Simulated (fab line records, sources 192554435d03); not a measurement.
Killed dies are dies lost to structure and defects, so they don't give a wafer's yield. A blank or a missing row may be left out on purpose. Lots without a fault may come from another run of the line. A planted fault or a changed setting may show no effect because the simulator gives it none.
A struck lot beside a sound one | flow n5_finfet | 37 steps out of a route of 1938
Sound: wafers L627.2, L627.4, L627.5. Struck: wafers L619.3, L619.5, L619.6. The cause comes at the end.
At each step with rows: each side's tool, then ch and its chambers, then its first start. Under that, the readings that differ: sound wafers | struck wafers | difference of the means | sigmas: that difference in standard deviations of wafers without a fault.
alike: readings whose means differ by less than 2 such deviations, and words and numbers that are the same on both sides. not compared: withheld readings, readings that some wafer has no value for, bounds like >300 that may hide the same value, and numbers for which the record gives no deviation and whose values overlap.
The two part at a step that has a row with sigmas, a row that says differs or no value, or rows on one side only. Numbers that don't overlap but have no deviation are shown without sigmas and don't part them. A reading that every wafer of one side lacks parts them only if that side has two wafers or more.

first, 9 steps without rows for these wafers: N5_BEOL_M4_ANNEAL_95 (time 240 s); N5_BEOL_M4_SPUTTER_96 (material Cu, target thk 4.5 nm, time 8.29 s); N5_BEOL_M4_ECD_50 (material Cu, target thk 300 nm); N5_BEOL_M4_ANNEAL_51 (time 90 s); N5_BEOL_M4_CMP_52 (polishes, stops on SiOC, t overpolish 6.8 s, target thk 40 nm); N5_BEOL_M4_PRE_CLEAN_60 (time 15 s); N5_BEOL_M4_CO_CAP_55 (material Co, precursor CCTBA/H2, target thk 2 nm, time 102.1 s); N5_BEOL_M4_PRE_CLEAN_56 (time 15 s); N5_BEOL_M4_DEP_57 (deposits SiCN from 3MS/NH3, target thk 8 nm, time 14 s).
N5_BEOL_M4_RC_MEAS_101:
  sound on prober-01 ch 0, day 12 10:13; struck on prober-01 ch 0, day 10 05:34
  reading       | sound          | struck         | difference | sigmas
  DIBL_P (mV/V) | 36.8 40.7 37.2 | 32.5 33.2 36.2 | -4.3       | -2
  alike: DIBL_N, IOFF_N, IOFF_P, ION_N, ION_P, SS_N, SS_P, VT_N, VT_P
then, 24 steps without rows for these wafers: N5_BEOL_M5_ILD_DEP_00 (deposits SiCOH lowk from DEMS/porogen, target thk 140.64 nm, time 25.9 s); N5_BEOL_M5_CURE_79 (cures SiCOH lowk, time 240 s); N5_BEOL_M5_PECVD_70 (deposits SiO2 from TEOS/O2, target thk 16 nm, time 18 s); N5_BEOL_M5_HM_DEP_02 (deposits TiN, target thk 20 nm); N5_BEOL_M5_COAT_59 (time 60 s, resist thk 60 nm); N5_BEOL_M5_COAT_60 (time 60 s, resist thk 12 nm); N5_BEOL_M5_COAT_71 (time 60 s, resist thk 5 nm); N5_BEOL_M5_COAT_05 (resist thk 30 nm); N5_BEOL_M5_EBR_07; N5_BEOL_M5_SOFTBAKE_06 (time 60 s); N5_BEOL_M5_EXPOSE_08 (exposes mask M5, target cd 28 nm); N5_BEOL_M5_PEB_09 (peb time 60 s); N5_BEOL_M5_DEVELOP_10 (develop time 30 s); N5_BEOL_M5_DESCUM_16 (chemistry O2, time 7 s); N5_BEOL_M5_ETCH_72 (etches underlayer in N2/H2, target depth 6.5 nm, time 5.2 s); N5_BEOL_M5_ETCH_61 (etches SiARC in CF4, target depth 15.6 nm, time 26 s); N5_BEOL_M5_ETCH_62 (etches SOC in N2/H2, target depth 75 nm, overetch 15 nm, time 112.5 s); N5_BEOL_M5_STRIP_63 (strips in N2/H2); N5_BEOL_M5_STRIP_73 (strips in N2/H2); N5_BEOL_M5_STRIP_64 (strips in CF4); N5_BEOL_M5_HM_OPEN_17 (chemistry Cl2/BCl3, target TiN, target depth 20 nm, overetch 6 nm); N5_BEOL_M5_STRIP_19 (strips in O2); N5_BEOL_M5_COAT_65 (time 60 s, resist thk 60 nm); N5_BEOL_M5_COAT_66 (time 60 s, resist thk 12 nm).
N5_BEOL_M6_STRIP_36: strips in N2/H2.
  sound on rie_diel-02 ch 0,1, day 13 05:40; struck on rie_diel-02 ch 1,2,3, day 11 01:28
  no value came back on the struck wafers for any of 8 readings (bias_power_w (W), chamber_pressure_mTorr (mTorr) and others); on the sound wafers bias_power_w (W) reads 6.992 6.988 6.996
  reading                                  | sound | struck       | difference | sigmas
  model.SOC_of_BEOL_M6_COAT_63.thk_nm (nm) | 0 0 0 | 54.2 54 53.8 | +54.0      |
  not compared: rf_hours_counter_h
N5_BEOL_M6_ETCH_41: etches SiCN in CH3F/O2, target depth 29.7 nm, time 52 s.
  sound on rie_diel-02 ch 0,1; struck on rie_diel-02 ch 1,2,3, day 11 01:32
  reading                                  | sound | struck       | difference | sigmas
  model.SOC_of_BEOL_M6_COAT_63.thk_nm (nm) | 0 0 0 | 38 37.8 37.6 | +38        |
  alike: drypump_motor_current_A, oes_product_au, rf_vpp_V, showerhead_plenum_p_Torr, throttle_valve_pct
  not compared: rf_hours_counter_h
-- the record jumps here: 4 days lie between the struck wafers' starts before and after (it left off in module BEOL_M6 and takes up again in module PASSIVATION, whose first step shown is number 1936 of the route) --
N5_PASSIVATION_PROBE_49:
  the record has rows for the struck wafers here (prober-01, day 14 15:17) and none for the sound ones

WHERE THEY PART
First at N5_BEOL_M4_RC_MEAS_101; last, within this record, at N5_PASSIVATION_PROBE_49.

WHY: what the simulator had put in
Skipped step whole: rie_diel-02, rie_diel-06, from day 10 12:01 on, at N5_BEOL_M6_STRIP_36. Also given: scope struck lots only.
